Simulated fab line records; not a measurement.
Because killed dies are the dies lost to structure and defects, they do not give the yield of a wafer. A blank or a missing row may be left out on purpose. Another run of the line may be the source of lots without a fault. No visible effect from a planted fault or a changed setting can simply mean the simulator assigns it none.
Comparing a struck lot with a sound one / flow nand_harc / 12 steps out of a route of 1159
Sound: wafers L392.2, L392.3, L392.5. Wafers L402.1, L402.3, L402.4 were the ones struck. At the end, the cause is stated.
Order at every step that has rows: each side's tool, ch and its chambers, its first start. Under that, the readings that differ: sound wafers / struck wafers / difference of the means / sigmas: that difference in standard deviations of wafers without a fault.
alike: a reading whose means differ by less than 2 such deviations, as well as words and numbers matching on both sides. not compared: withheld readings; readings where some wafer has no value; bounds like >300 that might hide an equal value; numbers whose values overlap and for which the record gives no deviation.
The two part at a step that has a row with sigmas, a row that says differs or no value, or rows on one side only. Numbers that don't overlap but have no deviation are shown without sigmas and don't part them. Lack of a reading on every wafer of one side parts them only where that side has two or more wafers.

first, 1 step without rows for these wafers: NHARC_A_CHANNEL_FILL_D1_ANNEAL_22 (time 7200 s).
NHARC_A_CHANNEL_FILL_D1_THK_MEAS_06: measures by ellipsometry.
  sound on film_metro-02, day 11 03:47; struck on film_metro-02, day 13 19:44
  alike: thk_nm
NHARC_A_CHANNEL_FILL_D1_ALD_25: deposits SiOx, target thk 60 nm, pulse time 10 s, ald cycles 600.
  sound on ald_hk-01 ch 0,3, day 11 04:26; struck on ald_hk-04 ch 0,1,2, day 13 19:47
  alike: heater_power_w, precursor_pulse_height_rel
NHARC_A_CHANNEL_FILL_D1_ETCHBACK_08: etches the open film in C4F8, target depth 220 nm, time 110 s.
  sound: rie_diel-09 ch 0,2; struck: rie_diel-08 ch 2,3
  alike: oes_product_au, rf_fwd_power_W, rf_vpp_V
  not compared: rf_hours_counter_h
NHARC_A_CHANNEL_FILL_D1_STRIP_29: strips in O2, time 20 s.
  sound on rie_diel-09 ch 0,1,3; struck on rie_diel-08 ch 0,3, day 14 01:29
  alike: drypump_motor_current_A, oes_product_au, rf_vpp_V, showerhead_plenum_p_Torr, throttle_valve_pct
  not compared: rf_hours_counter_h
then, 3 steps without rows for these wafers: NHARC_A_CHANNEL_FILL_D1_PRECLEAN_30 (cleans in dHF, time 30 s); NHARC_A_CHANNEL_FILL_D1_SRD_31; NHARC_A_CHANNEL_FILL_D1_CVD_09 (deposits poly-Si, target thk 150 nm, time 3000 s).
NHARC_A_CHANNEL_FILL_D1_CMP_10: polishes, target thk 150 nm.
  sound on cmp-04 ch 1,3, day 11 15:09; struck on cmp-01 ch 1,2,3, day 14 07:13
  alike: motor_current_A, slurry_filter_dp_kPa, time_to_endpoint_s
  not compared: pad_life_wafers
after that, 1 step had no rows for these wafers: NHARC_A_CHANNEL_FILL_D1_SRD_12.
NHARC_A_CHANNEL_FILL_D1_RTA_24: time 5 s.
  sound on rtp_anneal-01 ch 0, day 11 15:35; struck on rtp_anneal-02, day 14 07:37
  no value came back on the struck wafers for any of 5 readings (anneal_temp_c_max, lamp_power_pct (%) and others); on the sound wafers anneal_temp_c_max reads 1006.5 1008.7 1007.8
NHARC_A_CHANNEL_FILL_D1_INSPECT_13:
  sound on defect_inspect-02, day 11 15:46; struck on defect_inspect-01, day 14 07:49
  alike: raw_defect_count

== WHERE THEY PART ==
At NHARC_A_CHANNEL_FILL_D1_RTA_24 and nowhere else, as far as this record goes. Later steps at which nothing parts them and some readings are alike: NHARC_A_CHANNEL_FILL_D1_INSPECT_13.

WHY: whatever the simulator had introduced
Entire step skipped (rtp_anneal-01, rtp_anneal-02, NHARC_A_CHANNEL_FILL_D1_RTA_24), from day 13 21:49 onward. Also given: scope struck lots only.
